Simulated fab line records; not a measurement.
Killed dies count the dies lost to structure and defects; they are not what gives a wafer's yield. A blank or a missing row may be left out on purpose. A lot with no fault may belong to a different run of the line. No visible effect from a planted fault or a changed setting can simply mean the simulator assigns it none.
Lot-split experiment :: flow n5-finfet :: on a route of 1938 steps: 7 lots, 39 wafers read

== THE SPLIT ITSELF ==
At N5_DUMMY_GATE_ETCH_31 (etches SiO2 in C4F6/O2, target depth 82.5 nm, time 27.5 s), the setting target-depth-a was moved away from the recipe's 825 angstrom on 12 of the 39 wafers read, by -12.0% to +7.4%. For the rest of the wafers, this setting stayed at what the recipe calls for.

The reading is taken at the split's own step.

== THE READING ==
etch.depth-nm (the simulator's own value, which no gauge read), in nm, at N5_DUMMY_GATE_ETCH_31 (etches SiO2 in C4F6/O2, target depth 82.5 nm, time 27.5 s). The file gives no usual value for it. The 27 wafers here that ran the recipe average 82.40 nm, standard deviation 2 nm.

wafer: L075.1
tool, chamber at the split: rie-diel-06, 0
target-depth-a as run, angstrom: 860
against the recipe: +4.2%
etch.depth-nm, nm: 85.61
against lot-mates on the recipe: +3.56

wafer: L075.2
tool, chamber at the split: rie-diel-06, 2
target-depth-a as run, angstrom: 860
against the recipe: +4.2%
etch.depth-nm, nm: 86.94
against lot-mates on the recipe: +4.89

wafer: L075.3
tool, chamber at the split: rie-diel-06, 1
target-depth-a as run, angstrom: 860
against the recipe: +4.2%
etch.depth-nm, nm: 86.02
against lot-mates on the recipe: +3.97

wafer: L075.4
tool, chamber at the split: rie-diel-06, 3
target-depth-a as run, angstrom: 825
against the recipe: recipe
etch.depth-nm, nm: 80.99
against lot-mates on the recipe: -

wafer: L075.5
tool, chamber at the split: rie-diel-06, 2
target-depth-a as run, angstrom: 825
against the recipe: recipe
etch.depth-nm, nm: 83.51
against lot-mates on the recipe: -

wafer: L075.6
tool, chamber at the split: rie-diel-06, 1
target-depth-a as run, angstrom: 825
against the recipe: recipe
etch.depth-nm, nm: 81.64
against lot-mates on the recipe: -

wafer: L079.1
tool, chamber at the split: rie-diel-05, 0
target-depth-a as run, angstrom: 825
against the recipe: recipe
etch.depth-nm, nm: 83.71
against lot-mates on the recipe: -

wafer: L079.2
tool, chamber at the split: rie-diel-05, 3
target-depth-a as run, angstrom: 825
against the recipe: recipe
etch.depth-nm, nm: 81.24
against lot-mates on the recipe: -

wafer: L079.3
tool, chamber at the split: rie-diel-05, 2
target-depth-a as run, angstrom: 825
against the recipe: recipe
etch.depth-nm, nm: 86.26
against lot-mates on the recipe: -

wafer: L079.4
tool, chamber at the split: rie-diel-05, 1
target-depth-a as run, angstrom: 825
against the recipe: recipe
etch.depth-nm, nm: 84.36
against lot-mates on the recipe: -

wafer: L079.5
tool, chamber at the split: rie-diel-05, 2
target-depth-a as run, angstrom: 825
against the recipe: recipe
etch.depth-nm, nm: 86.98
against lot-mates on the recipe: -

wafer: L079.6
tool, chamber at the split: rie-diel-05, 3
target-depth-a as run, angstrom: 825
against the recipe: recipe
etch.depth-nm, nm: 81.28
against lot-mates on the recipe: -

wafer: L084.2
tool, chamber at the split: rie-diel-03, 1
target-depth-a as run, angstrom: 825
against the recipe: recipe
etch.depth-nm, nm: 80.79
against lot-mates on the recipe: -

wafer: L084.5
tool, chamber at the split: rie-diel-03, 3
target-depth-a as run, angstrom: 825
against the recipe: recipe
etch.depth-nm, nm: 80.82
against lot-mates on the recipe: -

wafer: L084.6
tool, chamber at the split: rie-diel-03, 0
target-depth-a as run, angstrom: 825
against the recipe: recipe
etch.depth-nm, nm: 82.77
against lot-mates on the recipe: -

wafer: L088.1
tool, chamber at the split: rie-diel-05, 1
target-depth-a as run, angstrom: 825
against the recipe: recipe
etch.depth-nm, nm: 82.07
against lot-mates on the recipe: -

wafer: L088.2
tool, chamber at the split: rie-diel-05, 3
target-depth-a as run, angstrom: 825
against the recipe: recipe
etch.depth-nm, nm: 79.12
against lot-mates on the recipe: -

wafer: L088.3
tool, chamber at the split: rie-diel-05, 0
target-depth-a as run, angstrom: 825
against the recipe: recipe
etch.depth-nm, nm: 81.72
against lot-mates on the recipe: -

wafer: L088.4
tool, chamber at the split: rie-diel-05, 2
target-depth-a as run, angstrom: 825
against the recipe: recipe
etch.depth-nm, nm: 85.65
against lot-mates on the recipe: -

wafer: L088.5
tool, chamber at the split: rie-diel-05, 3
target-depth-a as run, angstrom: 825
against the recipe: recipe
etch.depth-nm, nm: 78.44
against lot-mates on the recipe: -

wafer: L088.6
tool, chamber at the split: rie-diel-05, 2
target-depth-a as run, angstrom: 825
against the recipe: recipe
etch.depth-nm, nm: 84.45
against lot-mates on the recipe: -

wafer: L089.1
tool, chamber at the split: rie-diel-06, 2
target-depth-a as run, angstrom: 825
against the recipe: recipe
etch.depth-nm, nm: 82.55
against lot-mates on the recipe: -

wafer: L089.2
tool, chamber at the split: rie-diel-06, 0
target-depth-a as run, angstrom: 825
against the recipe: recipe
etch.depth-nm, nm: 81.61
against lot-mates on the recipe: -

wafer: L089.3
tool, chamber at the split: rie-diel-06, 3
target-depth-a as run, angstrom: 886.1
against the recipe: +7.4%
etch.depth-nm, nm: 86.48
against lot-mates on the recipe: +4.77

wafer: L089.4
tool, chamber at the split: rie-diel-06, 1
target-depth-a as run, angstrom: 886.1
against the recipe: +7.4%
etch.depth-nm, nm: 88.38
against lot-mates on the recipe: +6.67

wafer: L089.5
tool, chamber at the split: rie-diel-06, 1
target-depth-a as run, angstrom: 886.1
against the recipe: +7.4%
etch.depth-nm, nm: 88.76
against lot-mates on the recipe: +7.05

wafer: L089.6
tool, chamber at the split: rie-diel-06, 0
target-depth-a as run, angstrom: 825
against the recipe: recipe
etch.depth-nm, nm: 80.98
against lot-mates on the recipe: -

wafer: L096.1
tool, chamber at the split: rie-diel-06, 1
target-depth-a as run, angstrom: 726.3
against the recipe: -12.0%
etch.depth-nm, nm: 72.8
against lot-mates on the recipe: -8.68

wafer: L096.2
tool, chamber at the split: rie-diel-06, 0
target-depth-a as run, angstrom: 726.3
against the recipe: -12.0%
etch.depth-nm, nm: 71.76
against lot-mates on the recipe: -9.72

wafer: L096.3
tool, chamber at the split: rie-diel-06, 2
target-depth-a as run, angstrom: 825
against the recipe: recipe
etch.depth-nm, nm: 82.7
against lot-mates on the recipe: -

wafer: L096.4
tool, chamber at the split: rie-diel-06, 3
target-depth-a as run, angstrom: 825
against the recipe: recipe
etch.depth-nm, nm: 80.6
against lot-mates on the recipe: -

wafer: L096.5
tool, chamber at the split: rie-diel-06, 0
target-depth-a as run, angstrom: 825
against the recipe: recipe
etch.depth-nm, nm: 81.13
against lot-mates on the recipe: -

wafer: L096.6
tool, chamber at the split: rie-diel-06, 1
target-depth-a as run, angstrom: 726.3
against the recipe: -12.0%
etch.depth-nm, nm: 73.3
against lot-mates on the recipe: -8.18

wafer: L091.1
tool, chamber at the split: rie-diel-05, 0
target-depth-a as run, angstrom: 774.4
against the recipe: -6.1%
etch.depth-nm, nm: 77.29
against lot-mates on the recipe: -5.85

wafer: L091.2
tool, chamber at the split: rie-diel-05, 2
target-depth-a as run, angstrom: 774.4
against the recipe: -6.1%
etch.depth-nm, nm: 78.23
against lot-mates on the recipe: -4.91

wafer: L091.3
tool, chamber at the split: rie-diel-05, 2
target-depth-a as run, angstrom: 825
against the recipe: recipe
etch.depth-nm, nm: 84.31
against lot-mates on the recipe: -

wafer: L091.4
tool, chamber at the split: rie-diel-05, 0
target-depth-a as run, angstrom: 825
against the recipe: recipe
etch.depth-nm, nm: 82.53
against lot-mates on the recipe: -

wafer: L091.5
tool, chamber at the split: rie-diel-05, 2
target-depth-a as run, angstrom: 774.4
against the recipe: -6.1%
etch.depth-nm, nm: 78.72
against lot-mates on the recipe: -4.42

wafer: L091.6
tool, chamber at the split: rie-diel-05, 0
target-depth-a as run, angstrom: 825
against the recipe: recipe
etch.depth-nm, nm: 82.57
against lot-mates on the recipe: -

FIT RESULTS
A straight line over all 39 wafers: etch.depth-nm changes by +0.79 nm for each +1% of target-depth-a; r = +0.90; the points scatter about the line by 1.8 nm.
The same after taking each lot's own level away (the mean of its wafers on the recipe; 39 wafers): +0.792 nm for each +1%; r = +0.92; scatter 1.6 nm.
The reading moves by 9.5 nm for the largest change in target-depth-a, on that fit.
The span of the lots' own levels, 81.460 to 83.972 nm, comes to 1.3 times the standard deviation stated above.
Consequently the slope shifts little with the lot-to-lot level, the two slopes agreeing.
Check: -9.54 nm against its lot-mates is what the line predicts for one of the wafers moved furthest among these (-12.0%) when that wafer is left out of the fit. Against them it came out at -8.68 nm.

== THE OTHER SPLITS THESE WAFERS WENT THROUGH ==
Other splits were also applied to these wafers ahead of the reading. Each is held against what the fit with the lots' levels taken away leaves over:
other split on the same wafers: N5_FIN_SAQP_HM_DEP_03 time-s
wafers away from the commonest value: 6
r with etch.depth-nm (lot level and that fit taken away): -0.12

other split on the same wafers: N5_FIN_SAQP_MANDREL_ETCH_22 over-etch-frac
wafers away from the commonest value: 18
r with etch.depth-nm (lot level and that fit taken away): +0.00

other split on the same wafers: N5_FIN_CUT_ETCH_21 bias-w
wafers away from the commonest value: 15
r with etch.depth-nm (lot level and that fit taken away): -0.05

other split on the same wafers: N5_DUMMY_GATE_CVD_03 target-thk-a
wafers away from the commonest value: 18
r with etch.depth-nm (lot level and that fit taken away): -0.04

== THE FILE'S OWN FIT ==
etch.depth-nm changes by +0.789 nm for each +1% of target-depth-a, r = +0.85.
